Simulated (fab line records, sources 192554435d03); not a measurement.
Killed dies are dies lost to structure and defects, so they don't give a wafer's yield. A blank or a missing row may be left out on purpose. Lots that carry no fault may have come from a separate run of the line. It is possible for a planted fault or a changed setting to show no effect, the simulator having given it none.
What tool caused it? + flow n5_finfet + 24 lots with 72 wafers sampled at 5 steps, on a route of 1938 steps

## WHAT EACH GAUGE READ, for each wafer
N5_BEOL_M0_SAQP_CD_MEAS_40: the cd target is 30 nm.
| lot  | measured     | on        | cd_nm (nm)        |
|------|--------------|-----------|-------------------|
| L074 | day 5 15:21  | cd_sem-03 | 29.92 29.93 30.42 |
| L075 | day 6 00:07  | cd_sem-01 | 29.96 30.01 30.03 |
| L077 | day 6 08:04  | cd_sem-02 | 30.20 30.16 30.13 |
| L076 | day 6 13:52  | cd_sem-02 | 30.57 30.19 30.19 |
| L078 | day 6 16:44  | cd_sem-01 | 30.17 30.22 29.81 |
| L079 | day 6 21:04  | cd_sem-02 | 29.79 30.19 30.03 |
| L080 | day 7 07:46  | cd_sem-02 | 30.31 30.19 30.16 |
| L081 | day 7 08:39  | cd_sem-01 | 30.02 30.13 29.95 |
| L082 | day 7 21:29  | cd_sem-01 | 30.25 30.20 30.64 |
| L083 | day 8 00:28  | cd_sem-01 | 30.13 29.89 30.74 |
| L084 | day 8 04:43  | cd_sem-03 | 30.26 30.19 30.31 |
| L085 | day 8 08:33  | cd_sem-02 | 29.65 29.95 29.98 |
| L087 | day 8 23:58  | cd_sem-03 | 29.84 30.08 29.93 |
| L086 | day 9 03:24  | cd_sem-02 | 30.29 30.15 30.43 |
| L089 | day 9 12:31  | cd_sem-02 | 30.60 30.72 30.21 |
| L088 | day 9 19:58  | cd_sem-03 | 30.24 30.22 29.99 |
| L091 | day 9 20:17  | cd_sem-01 | 29.99 30.05 30.11 |
| L090 | day 10 00:24 | cd_sem-02 | 30.20 30.08 29.85 |
| L092 | day 10 11:01 | cd_sem-03 | 29.73 30.42 30.04 |
| L093 | day 10 18:05 | cd_sem-02 | 30.14 30.39 30.12 |
| L094 | day 10 20:54 | cd_sem-02 | 30.28 30.23 30.33 |
| L095 | day 11 02:20 | cd_sem-02 | 30.33 30.19 30.14 |
| L096 | day 11 10:32 | cd_sem-01 | 30.07 30.03 30.18 |
| L097 | day 11 17:43 | cd_sem-02 | 30.08 29.92 30.32 |

N5_BEOL_M0_OCD_MEAS_108.
| lot  | measured     | on     | trench_depth_nm (nm) |
|------|--------------|--------|----------------------|
| L074 | day 5 18:03  | ocd-01 | 32.5 32.9 34.1       |
| L075 | day 6 02:22  | ocd-02 | 33.7 32.6 33.4       |
| L077 | day 6 16:20  | ocd-02 | 33.3 33.9 33.9       |
| L076 | day 6 16:15  | ocd-01 | 34.2 34.1 34.0       |
| L078 | day 6 19:06  | ocd-01 | 34.1 32.7 33.0       |
| L079 | day 6 23:26  | ocd-01 | 33.4 33.0 32.7       |
| L080 | day 7 10:44  | ocd-02 | 34.0 33.3 34.0       |
| L081 | day 7 11:58  | ocd-01 | 33.6 33.7 33.1       |
| L082 | day 8 01:19  | ocd-01 | 31.6 33.0 33.1       |
| L083 | day 8 02:50  | ocd-02 | 33.3 33.4 33.7       |
| L084 | day 8 07:01  | ocd-01 | 31.6 32.8 32.4       |
| L085 | day 8 11:32  | ocd-02 | 33.1 32.5 33.3       |
| L087 | day 9 07:14  | ocd-01 | 32.8 32.5 32.4       |
| L086 | day 9 07:19  | ocd-02 | 32.8 32.9 32.4       |
| L089 | day 9 15:46  | ocd-02 | 32.2 33.3 32.5       |
| L088 | day 10 00:04 | ocd-01 | 33.1 32.4 31.7       |
| L091 | day 9 23:53  | ocd-01 | 33.9 32.2 34.0       |
| L090 | day 10 04:54 | ocd-01 | 34.1 32.1 34.3       |
| L092 | day 10 14:08 | ocd-01 | 32.7 33.1 33.7       |
| L093 | day 10 23:07 | ocd-02 | 32.6 33.2 33.0       |
| L094 | day 11 06:50 | ocd-01 | 33.6 34.1 33.6       |
| L095 | day 11 06:57 | ocd-02 | 33.8 33.2 33.0       |
| L096 | day 11 13:35 | ocd-01 | 33.2 32.8 33.9       |
| L097 | day 11 21:40 | ocd-01 | 31.5 33.4 33.3       |

## EACH LOT AND THE TOOL THAT RAN IT (in order: tool; ch and the chambers of the sampled wafers; start)
| lot  | N5_BEOL_M0_SAQP_MANDREL2_REMOVE_110 | N5_BEOL_M0_HM_OPEN_105            | N5_BEOL_M0_STRIP_104               |
|------|-------------------------------------|-----------------------------------|------------------------------------|
| L074 | rie_si-03 ch 0,2, day 5 14:56       | rie_metal-02 ch 0,1, day 5 17:35  | rie_diel-01 ch 1,2, day 5 17:47    |
| L075 | rie_si-02 ch 0,2,3, day 5 23:34     | rie_metal-03 ch 0,1, day 6 01:55  | rie_diel-03 ch 1,2,3, day 6 02:06  |
| L077 | rie_si-05 ch 1,2, day 6 07:40       | rie_metal-03 ch 0,1, day 6 15:52  | rie_diel-03 ch 0,2,3, day 6 16:04  |
| L076 | rie_si-02 ch 0,1,2, day 6 13:26     | rie_metal-02 ch 0,1, day 6 15:44  | rie_diel-03 ch 0,2,3, day 6 15:55  |
| L078 | rie_si-02 ch 0,1,2, day 6 16:19     | rie_metal-01 ch 0, day 6 18:26    | rie_diel-03 ch 0,2,3, day 6 18:38  |
| L079 | rie_si-02 ch 0,2,3, day 6 20:38     | rie_metal-01 ch 0,1, day 6 22:58  | rie_diel-03 ch 1,2, day 6 23:10    |
| L080 | rie_si-05 ch 0,1, day 7 07:20       | rie_metal-03 ch 0,1, day 7 10:00  | rie_diel-03 ch 1,2, day 7 10:11    |
| L081 | rie_si-03 ch 1,2,3, day 7 08:14     | rie_metal-01 ch 0,1, day 7 10:54  | rie_diel-06 ch 0,1, day 7 11:22    |
| L082 | rie_si-05 ch 0,1,3, day 7 21:04     | rie_metal-03 ch 0,1, day 8 00:47  | rie_diel-06 ch 0,1, day 8 00:59    |
| L083 | rie_si-05 ch 0,2,3, day 8 00:02     | rie_metal-03 ch 0,1, day 8 02:19  | rie_diel-01 ch 0,1,3, day 8 02:30  |
| L084 | rie_si-02 ch 0,1, day 8 04:18       | rie_metal-02 ch 0,1, day 8 06:32  | rie_diel-03 ch 0,2,3, day 8 06:45  |
| L085 | rie_si-02 ch 1,2, day 8 08:08       | rie_metal-02 ch 0,1, day 8 11:05  | rie_diel-06 ch 1,2, day 8 11:16    |
| L087 | rie_si-05 ch 0,3, day 8 23:32       | rie_metal-02 ch 0,1, day 9 06:02  | rie_diel-03 ch 0,1,2, day 9 06:43  |
| L086 | rie_si-02 ch 0,1,3, day 9 02:51     | rie_metal-03 ch 0,1, day 9 06:04  | rie_diel-06 ch 0,1,3, day 9 06:46  |
| L089 | rie_si-05 ch 0,1, day 9 12:05       | rie_metal-02 ch 0,1, day 9 15:18  | rie_diel-03 ch 1,2,3, day 9 15:30  |
| L088 | rie_si-03 ch 1,3, day 9 19:26       | rie_metal-02 ch 0,1, day 9 23:37  | rie_diel-06 ch 0,1,3, day 9 23:48  |
| L091 | rie_si-05 ch 1,3, day 9 19:44       | rie_metal-01 ch 0,1, day 9 23:28  | rie_diel-01 ch 0,3, day 9 23:37    |
| L090 | rie_si-02 ch 0,1,3, day 9 23:56     | rie_metal-02 ch 0,1, day 10 04:07 | rie_diel-06 ch 1,2, day 10 04:29   |
| L092 | rie_si-02 ch 1,2, day 10 10:29      | rie_metal-01 ch 0,1, day 10 13:43 | rie_diel-01 ch 2,3, day 10 13:51   |
| L093 | rie_si-02 ch 0,2,3, day 10 17:40    | rie_metal-01 ch 0,1, day 10 21:15 | rie_diel-03 ch 1,3, day 10 21:49   |
| L094 | rie_si-05 ch 1,2,3, day 10 20:27    | rie_metal-01 ch 0,1, day 11 04:59 | rie_diel-01 ch 0,1,2, day 11 05:13 |
| L095 | rie_si-03 ch 1,3, day 11 01:53      | rie_metal-02 ch 0,1, day 11 05:14 | rie_diel-03 ch 1,2,3, day 11 05:38 |
| L096 | rie_si-03 ch 0,1,2, day 11 10:08    | rie_metal-01 ch 0,1, day 11 12:51 | rie_diel-01 ch 0,3, day 11 13:03   |
| L097 | rie_si-05 ch 0,1,2, day 11 17:17    | rie_metal-02 ch 0,1, day 11 21:12 | rie_diel-01 ch 0,2,3, day 11 21:23 |
- N5_BEOL_M0_SAQP_MANDREL2_REMOVE_110: chemistry HBr/Cl2/O2, target a-Si, stops on SiCN, bt time 10 s.
- N5_BEOL_M0_HM_OPEN_105: chemistry Cl2/BCl3, target TiN, target depth 12 nm.
- N5_BEOL_M0_STRIP_104: strips in N2/H2.

## AS READ BY THE TOOLS THEMSELVES (means over the sampled wafers that have a number; for cases with no such wafer, the mark the record gives instead)
N5_BEOL_M0_SAQP_MANDREL2_REMOVE_110.
| lot  | tool      | drypump_motor_current_A (A) | oes_product_au (a.u.) | throttle_valve_pct (%) |
|------|-----------|-----------------------------|-----------------------|------------------------|
| L074 | rie_si-03 | 5.7                         | 0.997                 | 36.3                   |
| L075 | rie_si-02 | 5.4                         | 0.995                 | 36.5                   |
| L077 | rie_si-05 | 6.1                         | 0.989                 | 36.0                   |
| L076 | rie_si-02 | 5.4                         | 0.991                 | 36.7                   |
| L078 | rie_si-02 | 5.3                         | 0.992                 | 36.6                   |
| L079 | rie_si-02 | 5.4                         | 0.993                 | 36.5                   |
| L080 | rie_si-05 | 5.5                         | 1.013                 | 36.3                   |
| L081 | rie_si-03 | 6.2                         | 1.013                 | 36.5                   |
| L082 | rie_si-05 | 5.3                         | 1.007                 | 36.4                   |
| L083 | rie_si-05 | 5.5                         | 1.008                 | 36.3                   |
| L084 | rie_si-02 | 5.5                         | 0.992                 | 36.7                   |
| L085 | rie_si-02 | 5.1                         | 0.986                 | 36.6                   |
| L087 | rie_si-05 | 5.2                         | 1.002                 | 36.5                   |
| L086 | rie_si-02 | 5.5                         | 0.994                 | 36.9                   |
| L089 | rie_si-05 | 5.3                         | 1.005                 | 36.4                   |
| L088 | rie_si-03 | 6.4                         | 1.009                 | 36.8                   |
| L091 | rie_si-05 | 5.4                         | 0.998                 | 36.5                   |
| L090 | rie_si-02 | 5.5                         | 1.001                 | 36.9                   |
| L092 | rie_si-02 | 5.1                         | 0.991                 | 36.5                   |
| L093 | rie_si-02 | 5.4                         | 0.988                 | 36.5                   |
| L094 | rie_si-05 | 5.7                         | 0.995                 | 36.3                   |
| L095 | rie_si-03 | 6.2                         | 1.017                 | 36.8                   |
| L096 | rie_si-03 | 6.0                         | 0.998                 | 36.6                   |
| L097 | rie_si-05 | 5.7                         | 0.998                 | 36.2                   |

N5_BEOL_M0_HM_OPEN_105.
| lot  | tool         | drypump_motor_current_A (A) | oes_product_au (a.u.) | throttle_valve_pct (%) |
|------|--------------|-----------------------------|-----------------------|------------------------|
| L074 | rie_metal-02 | 5.4                         | 0.72                  | 22.00                  |
| L075 | rie_metal-03 | 6.4                         | 0.84                  | 21.91                  |
| L077 | rie_metal-03 | 6.4                         | 0.85                  | 21.92                  |
| L076 | rie_metal-02 | 5.4                         | 0.72                  | 21.99                  |
| L078 | rie_metal-01 | 5.7                         | 0.89                  | 21.65                  |
| L079 | rie_metal-01 | 6.0                         | 0.74                  | 22.24                  |
| L080 | rie_metal-03 | 6.4                         | 0.84                  | 21.93                  |
| L081 | rie_metal-01 | 6.0                         | 0.73                  | 22.24                  |
| L082 | rie_metal-03 | 6.4                         | 0.83                  | 21.94                  |
| L083 | rie_metal-03 | 6.1                         | 0.82                  | 21.91                  |
| L084 | rie_metal-02 | 5.4                         | 0.71                  | 22.01                  |
| L085 | rie_metal-02 | 5.5                         | 0.73                  | 22.10                  |
| L087 | rie_metal-02 | 5.5                         | 0.71                  | 22.00                  |
| L086 | rie_metal-03 | 6.4                         | 0.83                  | 21.93                  |
| L089 | rie_metal-02 | 5.5                         | 0.71                  | 22.00                  |
| L088 | rie_metal-02 | 5.5                         | 0.74                  | 22.10                  |
| L091 | rie_metal-01 | 6.0                         | 0.72                  | 22.27                  |
| L090 | rie_metal-02 | 5.4                         | 0.71                  | 22.02                  |
| L092 | rie_metal-01 | 5.8                         | 0.79                  | 21.96                  |
| L093 | rie_metal-01 | 6.0                         | 0.72                  | 22.27                  |
| L094 | rie_metal-01 | 5.8                         | 0.78                  | 21.97                  |
| L095 | rie_metal-02 | 5.5                         | 0.71                  | 22.01                  |
| L096 | rie_metal-01 | 6.0                         | 0.71                  | 22.26                  |
| L097 | rie_metal-02 | 5.5                         | 0.73                  | 22.09                  |

N5_BEOL_M0_STRIP_104.
| lot  | tool        | drypump_motor_current_A (A) | oes_product_au (a.u.) | rf_vpp_V (V) | showerhead_plenum_p_Torr (Torr) | temp_c (C) | throttle_valve_pct (%) |
|------|-------------|-----------------------------|-----------------------|--------------|---------------------------------|------------|------------------------|
| L074 | rie_diel-01 | 5.4                         | 0.81                  | 59.7         | 2.61                            | 40.03      | 23.4                   |
| L075 | rie_diel-03 | 5.5                         | 0.80                  | 60.8         | 2.55                            | 39.90      | 23.7                   |
| L077 | rie_diel-03 | 5.4                         | 0.87                  | 58.5         | 2.54                            | 40.03      | 23.6                   |
| L076 | rie_diel-03 | 5.4                         | 0.86                  | 62.4         | 2.54                            | 39.98      | 23.6                   |
| L078 | rie_diel-03 | 5.4                         | 0.86                  | 60.4         | 2.54                            | 39.93      | 23.6                   |
| L079 | rie_diel-03 | 5.3                         | 0.76                  | 59.6         | 2.62                            | 40.07      | 23.9                   |
| L080 | rie_diel-03 | 5.2                         | 0.80                  | 60.2         | 2.60                            | 39.94      | 24.0                   |
| L081 | rie_diel-06 | 6.3                         | 0.72                  | 59.2         | 2.62                            | 39.92      | 23.5                   |
| L082 | rie_diel-06 | 6.0                         | 0.71                  | 58.5         | 2.62                            | 40.00      | 23.6                   |
| L083 | rie_diel-01 | 6.2                         | 0.71                  | 60.5         | 2.54                            | 39.99      | 23.3                   |
| L084 | rie_diel-03 | 5.4                         | 0.85                  | 60.0         | 2.54                            | 39.89      | 23.6                   |
| L085 | rie_diel-06 | 6.4                         | 0.70                  | 58.9         | 2.55                            | 40.04      | 23.8                   |
| L087 | rie_diel-03 | 5.2                         | 0.80                  | 60.2         | 2.59                            | 39.94      | 23.7                   |
| L086 | rie_diel-06 | 5.9                         | 0.78                  | 58.2         | 2.64                            | 39.91      | 23.5                   |
| L089 | rie_diel-03 | 5.5                         | 0.77                  | 59.7         | 2.54                            | 39.92      | 23.8                   |
| L088 | rie_diel-06 | 5.9                         | 0.76                  | 59.4         | 2.64                            | 39.92      | 23.5                   |
| L091 | rie_diel-01 | 6.4                         | 0.83                  | 59.7         | 2.63                            | 40.21      | 23.2                   |
| L090 | rie_diel-06 | 6.5                         | 0.81                  | 60.6         | 2.58                            | 39.91      | 23.4                   |
| L092 | rie_diel-01 | 5.7                         | 0.86                  | 58.8         | 2.67                            | 40.17      | 23.6                   |
| L093 | rie_diel-03 | 5.8                         | 0.76                  | 57.2         | 2.49                            | 39.98      | 23.5                   |
| L094 | rie_diel-01 | 5.8                         | 0.86                  | 58.7         | 2.68                            | 40.08      | 23.2                   |
| L095 | rie_diel-03 | 5.5                         | 0.76                  | 60.8         | 2.54                            | 40.12      | 23.8                   |
| L096 | rie_diel-01 | 6.4                         | 0.80                  | 59.9         | 2.63                            | 39.89      | 23.3                   |
| L097 | rie_diel-01 | 6.1                         | 0.82                  | 59.6         | 2.64                            | 40.07      | 23.5                   |

## THE ANSWER, worked out from the rows above alone
Rule: usual is defined by the lots themselves. Put in order of their means at a reading, lots are off if they are a third of the lots or fewer, leave a main group of 4 or more, and stand apart from it by a gap of 3 or more times the standard deviation of the main group's means; of several such gaps the widest counts. A main group whose means are all the same, to the digits that the tables above print for the reading, isn't used. Also off: a lot with no number at a reading for which 4 or more lots have one. Where the step has rows for the other lots, those lots are counted as sound. Order of review: gauges by route order, followed by the tools' own readings, for which a lot's mean as printed above is used. At the first step where some lot is off, the reading lying furthest off is the one used; lots without a number count as furthest.
Across all readings shown, no lot is off: no conclusion can be drawn from this.

## WHAT THE SIMULATOR HAD PUT IN
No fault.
